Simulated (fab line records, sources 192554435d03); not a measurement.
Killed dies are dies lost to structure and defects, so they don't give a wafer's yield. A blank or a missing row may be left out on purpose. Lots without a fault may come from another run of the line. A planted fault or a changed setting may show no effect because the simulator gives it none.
Split-lot experiment | flow n5_finfet | 7 lots, 21 wafers read, on a route of 1938 steps

THE SPLIT
At N5_SD_EPI_N_EPI_21 (deposits Si:P, time 690 s), the setting epi_growth_time_s was moved away from the recipe's 690 s on 9 of the 21 wafers read, by -8.3% to +10.3%. The other wafers ran this setting at the recipe's value.

The reading is taken at the split's own step.

THE READING
Si-P_of_SD_EPI_N_EPI_21.thk_nm (the simulator's own value, which no gauge read), in nm, at N5_SD_EPI_N_EPI_21 (deposits Si:P, time 690 s). The file gives no usual value for it. The 12 wafers here that ran the recipe average 59.0 nm, standard deviation 0.54 nm.

wafer  | tool, chamber at the split | epi_growth_time_s as run, s | against the recipe | Si-P_of_SD_EPI_N_EPI_21.thk_nm, nm | against lot-mates on the recipe
L075.2 | epi_rpcvd-02, 0            | 690                         | recipe             | 59.6                               | -
L075.5 | epi_rpcvd-02, 0            | 632.4                       | -8.3%              | 55.6                               | -3.5
L075.6 | epi_rpcvd-02, 0            | 690                         | recipe             | 58.6                               | -
L076.2 | epi_rpcvd-02, 0            | 761.4                       | +10.3%             | 62.8                               | +3.5
L076.4 | epi_rpcvd-02, 0            | 690                         | recipe             | 59.4                               | -
L076.6 | epi_rpcvd-02, 0            | 690                         | recipe             | 59.2                               | -
L084.3 | epi_rpcvd-03, 0            | 736.2                       | +6.7%              | 62.2                               | no lot-mate on the recipe
L084.5 | epi_rpcvd-03, 0            | 736.2                       | +6.7%              | 62.2                               | no lot-mate on the recipe
L084.4 | epi_rpcvd-03, 0            | 736.2                       | +6.7%              | 62                                 | no lot-mate on the recipe
L088.3 | epi_rpcvd-03, 0            | 690                         | recipe             | 59                                 | -
L088.4 | epi_rpcvd-03, 0            | 690                         | recipe             | 60.2                               | -
L088.5 | epi_rpcvd-03, 0            | 725.3                       | +5.1%              | 61                                 | +1.4
L091.3 | epi_rpcvd-02, 0            | 690                         | recipe             | 58.6                               | -
L091.5 | epi_rpcvd-02, 0            | 643.1                       | -6.8%              | 55.8                               | -2.9
L091.6 | epi_rpcvd-02, 0            | 690                         | recipe             | 58.8                               | -
L093.2 | epi_rpcvd-03, 0            | 690                         | recipe             | 59.4                               | -
L093.3 | epi_rpcvd-03, 0            | 735.1                       | +6.5%              | 62.6                               | +3.2
L093.4 | epi_rpcvd-03, 0            | 735.1                       | +6.5%              | 62.6                               | +3.2
L095.2 | epi_rpcvd-03, 0            | 690                         | recipe             | 58.2                               | -
L095.3 | epi_rpcvd-03, 0            | 690                         | recipe             | 58.4                               | -
L095.5 | epi_rpcvd-03, 0            | 690                         | recipe             | 59                                 | -

THE FIT
A straight line over all 21 wafers: Si-P_of_SD_EPI_N_EPI_21.thk_nm changes by +0.442 nm for each +1% of epi_growth_time_s; r = +0.97; the points scatter about the line by 0.53 nm.
The same after taking each lot's own level away (the mean of its wafers on the recipe; 18 wafers): +0.402 nm for each +1%; r = +0.97; scatter 0.44 nm.
On that fit, the largest move of epi_growth_time_s shifts the reading by 4.2 nm.
The lots' own levels span 58.53 to 59.60 nm, that is 2.0 times the standard deviation above.
So the lot-to-lot level changes the slope: the two fits differ.
Check: with one of the wafers moved furthest among these (+10.3%) left out of the fit, the line predicts +4.46 nm for it against its lot-mates. It came out at +3.5 nm against them.

OTHER SPLITS ON THESE WAFERS
These wafers also went through other splits before the reading. Each is held against what the fit with the lots' levels taken away leaves over:
other split on the same wafers     | wafers away from the commonest value | r with Si-P_of_SD_EPI_N_EPI_21.thk_nm (lot level and that fit taken away)
N5_DUMMY_GATE_EXPOSE_12 dose_mj    | 9                                    | -0.29
N5_SD_EPI_N_ETCH_45 target_depth_a | 4                                    | -0.30

THE WHOLE CHAIN: every reading that the file lists as answering this split, in the file's order
step                    | what it does              | reading                                                                         | change (the file's fit)               | r (the file's)
N5_SD_EPI_N_EPI_21      | deposits Si:P, time 690 s | Si-P_of_SD_EPI_N_EPI_21.thk_nm (the simulator's own value, which no gauge read) | +0.388 nm for each +1% of the setting | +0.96
N5_SD_EPI_N_EPI_MEAS_23 |                           | thk_nm                                                                          | withheld for each +1% of the setting  | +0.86

THE FILE'S OWN FIT
Si-P_of_SD_EPI_N_EPI_21.thk_nm changes by +0.388 nm for each +1% of epi_growth_time_s, r = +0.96.
